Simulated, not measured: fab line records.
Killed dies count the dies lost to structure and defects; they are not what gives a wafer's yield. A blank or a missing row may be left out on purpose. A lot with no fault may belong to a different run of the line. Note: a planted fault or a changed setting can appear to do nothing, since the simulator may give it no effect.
Which of the tools did it? + flow n5Finfet + 10 lots, 26 wafers sampled, at 4 steps of a route of 1938

== WHAT THE GAUGES SHOWED, per wafer ==
N5_DUMMY_GATE_CD_MEAS_24: the cd target is 15 nm.
| lot  | measured    | on       | cdNm (nm)      |
|------|-------------|----------|----------------|
| L166 | day 3 10:20 | cdSem-01 | 13.7 14.5 14.4 |
| L167 | day 3 16:06 | cdSem-03 | 15.6 14.5      |
| L168 | day 3 22:37 | cdSem-03 | 14.2 14.4 14.0 |
| L177 | day 6 08:29 | cdSem-02 | 15.8 18.9 14.7 |
| L180 | day 6 23:33 | cdSem-01 | 14.4 15.0      |
| L181 | day 7 04:19 | cdSem-03 | 14.0 14.6      |
| L182 | day 7 10:22 | cdSem-01 | 14.9 15.6 14.2 |
| L183 | day 7 16:27 | cdSem-02 | 14.7 15.4      |
| L184 | day 8 01:52 | cdSem-03 | 14.0 15.7 14.5 |
| L187 | day 8 19:31 | cdSem-01 | 14.3 15.5 14.0 |

== TOOL THAT RAN EACH LOT (tool first, then ch and the chambers of the sampled wafers, then the start) ==
| lot  | N5_DUMMY_GATE_ALD_02            | N5_DUMMY_GATE_CMP_04         | N5_DUMMY_GATE_TRIM_49          |
|------|---------------------------------|------------------------------|--------------------------------|
| L166 | aldSin-04 ch 0,1, day 3 00:40   | cmp-02 ch 0,1, day 3 04:50   | rieSi-04 ch 0,1,2, day 3 09:41 |
| L167 | aldSin-01 ch 1,2, day 3 06:36   | cmp-04 ch 1, day 3 10:26     | rieSi-06 ch 0,3, day 3 15:27   |
| L168 | aldSin-01 ch 0,3, day 3 13:14   | cmp-03 ch 1,3, day 3 17:07   | rieSi-05 ch 0,1,2, day 3 21:58 |
| L177 | aldSin-01 ch 0,3, day 5 20:59   | cmp-03 ch 1,2, day 6 01:52   | rieSi-05 ch 1,2,3, day 6 07:50 |
| L180 | aldSin-02 ch 3, day 6 13:47     | cmp-04 ch 1,3, day 6 17:44   | rieSi-06 ch 1,3, day 6 22:46   |
| L181 | aldSin-04 ch 0,1, day 6 18:36   | cmp-03 ch 1,3, day 6 22:31   | rieSi-06 ch 3, day 7 03:28     |
| L182 | aldSin-04 ch 2,3, day 7 00:58   | cmp-03 ch 0,1,3, day 7 04:54 | rieSi-06 ch 1,2,3, day 7 09:43 |
| L183 | aldSin-04 ch 1,2, day 7 06:41   | cmp-03 ch 0,1, day 7 10:38   | rieSi-06 ch 0,1, day 7 15:37   |
| L184 | aldSin-04 ch 1,2,3, day 7 14:11 | cmp-04 ch 0,1,2, day 7 19:52 | rieSi-06 ch 0,1,2, day 8 01:07 |
| L187 | aldSin-04 ch 2,3, day 8 09:46   | cmp-03 ch 0,1, day 8 13:37   | rieSi-04 ch 0,2, day 8 18:49   |
- N5_DUMMY_GATE_ALD_02: deposits SiO2, target thk 2 nm, pulse time 1 s.
- N5_DUMMY_GATE_CMP_04: polishes a-Si.
- N5_DUMMY_GATE_TRIM_49: chemistry O2, time 29 s, target cd 14 nm.

== THE ANSWER, worked out from the rows above alone ==
Rule: the lots themselves supply what counts as usual. The widest of any qualifying gaps counts: lots, ordered by their means at a reading, are off when they make up no more than a third of the lots, leave a main group of 4 or more, and stand apart from it by 3 or more times the standard deviation of that group's means. The tables above print the reading to a certain number of digits; a main group whose means all agree to those digits is not used. A lot without any number at a reading at which 4 lots or more have one is off too. Where the step has rows for the other lots, those lots are counted as sound.
Off, at N5_DUMMY_GATE_CD_MEAS_24 on cdNm: L177. For the main group the mean is 14.6 nm and the standard deviation 0.32.
If a tool, at a process step before that reading, ran all the lots that are off and no sound lot after the first of them, it fits. Gauges at N5_DUMMY_GATE_CD_MEAS_24: tried the same way as those tools. 2 tools fit, aldSin-01 at N5_DUMMY_GATE_ALD_02 and rieSi-05 at N5_DUMMY_GATE_TRIM_49, so this cannot tell which one it is.

== WHAT THE SIMULATOR HAD PUT IN ==
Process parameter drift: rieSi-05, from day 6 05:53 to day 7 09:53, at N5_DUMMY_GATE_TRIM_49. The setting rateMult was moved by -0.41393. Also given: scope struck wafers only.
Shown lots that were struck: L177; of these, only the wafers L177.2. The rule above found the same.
